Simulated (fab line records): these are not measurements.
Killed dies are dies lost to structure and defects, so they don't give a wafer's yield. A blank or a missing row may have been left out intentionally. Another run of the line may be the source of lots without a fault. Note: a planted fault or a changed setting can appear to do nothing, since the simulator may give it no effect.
Split-lot study -- flow n5 finfet -- on a route of 1938 steps: 7 lots, 39 wafers read

== SPLIT DETAILS ==
At N5_HKMG_FIN_ETCH_35 (etches SOC in N2/H2, target depth 215.8 nm, time 243.4 s), the setting source w was moved away from the recipe's 3000 W on 15 of the 39 wafers read, by -14.2% to +12.5%. This setting was run at the recipe's value on the other wafers.

Reading taken at the split's own step.

== THE READING ==
rf vpp V, in V, at N5_HKMG_FIN_ETCH_35 (etches SOC in N2/H2, target depth 215.8 nm, time 243.4 s). A value of 141.6 V with a standard deviation of 0.99 V is what fault-free wafers of this fab line usually give.

wafer,"tool, chamber at the split","source w as run, W",against the recipe,"rf vpp V, V",against lot-mates on the recipe
L077.1,"rie diel-01, 1",3000,recipe,142.8,-
L077.2,"rie diel-01, 2",2615,-12.8%,148.6,+6.5
L077.3,"rie diel-01, 0",3000,recipe,141.5,-
L077.4,"rie diel-01, 3",2615,-12.8%,148.9,+6.8
L077.5,"rie diel-01, 1",2615,-12.8%,148.0,+5.9
L077.6,"rie diel-01, 0",3000,recipe,141.9,-
L078.1,"rie diel-02, 0",3000,recipe,143.1,-
L078.2,"rie diel-02, 3",3372,+12.4%,136.4,-5.9
L078.3,"rie diel-02, 1",3000,recipe,142.7,-
L078.4,"rie diel-02, 2",3372,+12.4%,135.4,-6.9
L078.5,"rie diel-02, 0",3372,+12.4%,137.8,-4.5
L078.6,"rie diel-02, 1",3000,recipe,141.1,-
L079.1,"rie diel-02, 1",3000,recipe,141.5,-
L079.3,"rie diel-02, 3",3000,recipe,143.1,-
L079.4,"rie diel-02, 0",3000,recipe,140.2,-
L081.1,"rie diel-06, 0",3374,+12.5%,137.0,-3.7
L081.2,"rie diel-06, 1",3374,+12.5%,134.8,-5.9
L081.3,"rie diel-06, 3",3000,recipe,140.8,-
L081.4,"rie diel-06, 0",3000,recipe,141.4,-
L081.5,"rie diel-06, 3",3000,recipe,140.0,-
L081.6,"rie diel-06, 1",3374,+12.5%,134.6,-6.1
L092.1,"rie diel-02, 1",3245,+8.2%,137.3,-5.3
L092.2,"rie diel-02, 0",3000,recipe,142.2,-
L092.3,"rie diel-02, 2",3245,+8.2%,136.3,-6.3
L092.4,"rie diel-02, 3",3245,+8.2%,138.6,-4.0
L092.5,"rie diel-02, 2",3000,recipe,144.2,-
L092.6,"rie diel-02, 3",3000,recipe,141.5,-
L095.1,"rie diel-02, 2",3000,recipe,140.3,-
L095.2,"rie diel-02, 1",3000,recipe,141.8,-
L095.3,"rie diel-02, 3",3000,recipe,142.3,-
L095.4,"rie diel-02, 0",3000,recipe,141.6,-
L095.5,"rie diel-02, 0",3000,recipe,143.4,-
L095.6,"rie diel-02, 3",3000,recipe,142.9,-
L096.1,"rie diel-06, 3",2574,-14.2%,149.2,+7.6
L096.2,"rie diel-06, 2",3000,recipe,141.0,-
L096.3,"rie diel-06, 1",2574,-14.2%,148.8,+7.2
L096.4,"rie diel-06, 0",3000,recipe,143.2,-
L096.5,"rie diel-06, 2",2574,-14.2%,150.6,+9.0
L096.6,"rie diel-06, 3",3000,recipe,140.7,-

FIT RESULTS
A straight line over all 39 wafers: rf vpp V changes by -0.508 V for each +1% of source w; r = -0.96; the points scatter about the line by 1.1 V.
The same after taking each lot's own level away (the mean of its wafers on the recipe; 39 wafers): -0.505 V for each +1%; r = -0.96; scatter 1.1 V.
According to that fit, moving source w by its largest amount changes the reading by 7.2 V.
The span of the lots' own levels, 140.73 to 142.63 V, comes to 1.9 times the standard deviation stated above.
The two slopes agree, so the slope changes little with the lot-to-lot level.
Check: for one of the wafers moved furthest among these (-14.2%), held out of the fit, the line's prediction against its lot-mates is +7.22 V. Against them it came out at +7.57 V.
Tool readings at the split's step, against how far the setting was moved: rf vpp V r = -0.96.

== THE WHOLE CHAIN: every reading that the file lists as answering this split, in the file's order ==
step,what it does,reading,change (the file's fit),r (the file's)
N5_HKMG_FIN_ETCH_35,"etches SOC in N2/H2, target depth 215.8 nm, time 243.4 s",rf vpp V,-0.505 V for each +1% of the setting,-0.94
N5_HKMG_FIN_ETCH_35,"etches SOC in N2/H2, target depth 215.8 nm, time 243.4 s","SOC_of_HKMG_FIN_COAT_29.thk nm (the simulator's own value, which no gauge read)",-1.96 nm for each +1% of the setting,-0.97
N5_HKMG_FIN_ETCH_35,"etches SOC in N2/H2, target depth 215.8 nm, time 243.4 s","HKMG_FIN.feature depth nm (the simulator's own value, which no gauge read)",+1.97 nm for each +1% of the setting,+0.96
N5_HKMG_FIN_ETCH_35,"etches SOC in N2/H2, target depth 215.8 nm, time 243.4 s","etch.depth nm (the simulator's own value, which no gauge read)",+1.97 nm for each +1% of the setting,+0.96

== FILE'S OWN FIT ==
rf vpp V changes by -0.505 V for each +1% of source w, r = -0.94.
